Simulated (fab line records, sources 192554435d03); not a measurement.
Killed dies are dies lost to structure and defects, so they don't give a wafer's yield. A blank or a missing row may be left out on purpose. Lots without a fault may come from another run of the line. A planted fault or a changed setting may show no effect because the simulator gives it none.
Split-lot experiment | flow n5_finfet | 7 lots, 21 wafers read, on a route of 1938 steps

THE SPLIT
At N5_BEOL_M0_SAQP_CUT_ETCH_46 (etches SOC in N2/H2, target depth 135 nm, overetch 27 nm, time 202.5 s), the setting time_s was moved away from the recipe's 202.5 s on 9 of the 21 wafers read, by -8.4% to +17.5%. The other wafers ran this setting at the recipe's value.

The reading is taken at the split's own step.

THE READING
SiARC_of_BEOL_M0_SAQP_COAT_72.thk_nm (the simulator's own value, which no gauge read), in nm, at N5_BEOL_M0_SAQP_CUT_ETCH_46 (etches SOC in N2/H2, target depth 135 nm, overetch 27 nm, time 202.5 s). The file gives no usual value for it. The 12 wafers here that ran the recipe average 5.0 nm, standard deviation 0.34 nm.

wafer  | tool, chamber at the split | time_s as run, s | against the recipe | SiARC_of_BEOL_M0_SAQP_COAT_72.thk_nm, nm | against lot-mates on the recipe
L075.1 | rie_diel-02, 3             | 238              | +17.5%             | 3.2                                      | -2.4
L075.2 | rie_diel-02, 0             | 238              | +17.5%             | 3.8                                      | -1.8
L075.4 | rie_diel-02, 1             | 202.5            | recipe             | 5.6                                      | -
L081.1 | rie_diel-05, 1             | 202.5            | recipe             | 4.8                                      | -
L081.3 | rie_diel-05, 2             | 202.5            | recipe             | 5.4                                      | -
L081.6 | rie_diel-05, 0             | 202.5            | recipe             | 5                                        | -
L083.2 | rie_diel-05, 3             | 202.5            | recipe             | 4.6                                      | -
L083.5 | rie_diel-05, 2             | 202.5            | recipe             | 5.2                                      | -
L083.6 | rie_diel-05, 1             | 202.5            | recipe             | 4.6                                      | -
L084.1 | rie_diel-02, 2             | 223.3            | +10.3%             | 4.4                                      | no lot-mate on the recipe
L084.2 | rie_diel-02, 1             | 223.3            | +10.3%             | 4.8                                      | no lot-mate on the recipe
L084.4 | rie_diel-02, 3             | 223.3            | +10.3%             | 4.2                                      | no lot-mate on the recipe
L085.4 | rie_diel-05, 3             | 202.5            | recipe             | 5                                        | -
L085.5 | rie_diel-05, 3             | 202.5            | recipe             | 5                                        | -
L085.6 | rie_diel-05, 2             | 202.5            | recipe             | 5.4                                      | -
L089.3 | rie_diel-05, 2             | 202.5            | recipe             | 5.4                                      | -
L089.4 | rie_diel-05, 3             | 185.5            | -8.4%              | 5.6                                      | +0.2
L089.5 | rie_diel-05, 2             | 185.5            | -8.4%              | 6.2                                      | +0.8
L091.1 | rie_diel-04, 0             | 231.6            | +14.4%             | 3.4                                      | -1.2
L091.3 | rie_diel-04, 2             | 202.5            | recipe             | 4.6                                      | -
L091.5 | rie_diel-04, 3             | 231.6            | +14.4%             | 3.4                                      | -1.2

THE FIT
A straight line over all 21 wafers: SiARC_of_BEOL_M0_SAQP_COAT_72.thk_nm changes by -0.092 nm for each +1% of time_s; r = -0.89; the points scatter about the line by 0.36 nm.
The same after taking each lot's own level away (the mean of its wafers on the recipe; 18 wafers): -0.0974 nm for each +1%; r = -0.94; scatter 0.3 nm.
On that fit, the largest move of time_s shifts the reading by 1.7 nm.
The lots' own levels span 4.60 to 5.60 nm, that is 3.0 times the standard deviation above.
So the lot-to-lot level changes the slope little: the two slopes agree.
Check: with one of the wafers moved furthest among these (+17.5%) left out of the fit, the line predicts -1.53 nm for it against its lot-mates. It came out at -2.4 nm against them.

OTHER SPLITS ON THESE WAFERS
These wafers also went through other splits before the reading. Each is held against what the fit with the lots' levels taken away leaves over:
other split on the same wafers    | wafers away from the commonest value | r with SiARC_of_BEOL_M0_SAQP_COAT_72.thk_nm (lot level and that fit taken away)
N5_BEOL_M0_SAQP_PECVD_96 time_s   | 9                                    | -0.16
N5_BEOL_M0_SAQP_EXPOSE_37 dose_mj | 8                                    | +0.16

THE FILE'S OWN FIT
SiARC_of_BEOL_M0_SAQP_COAT_72.thk_nm changes by -0.0997 nm for each +1% of time_s, r = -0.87.
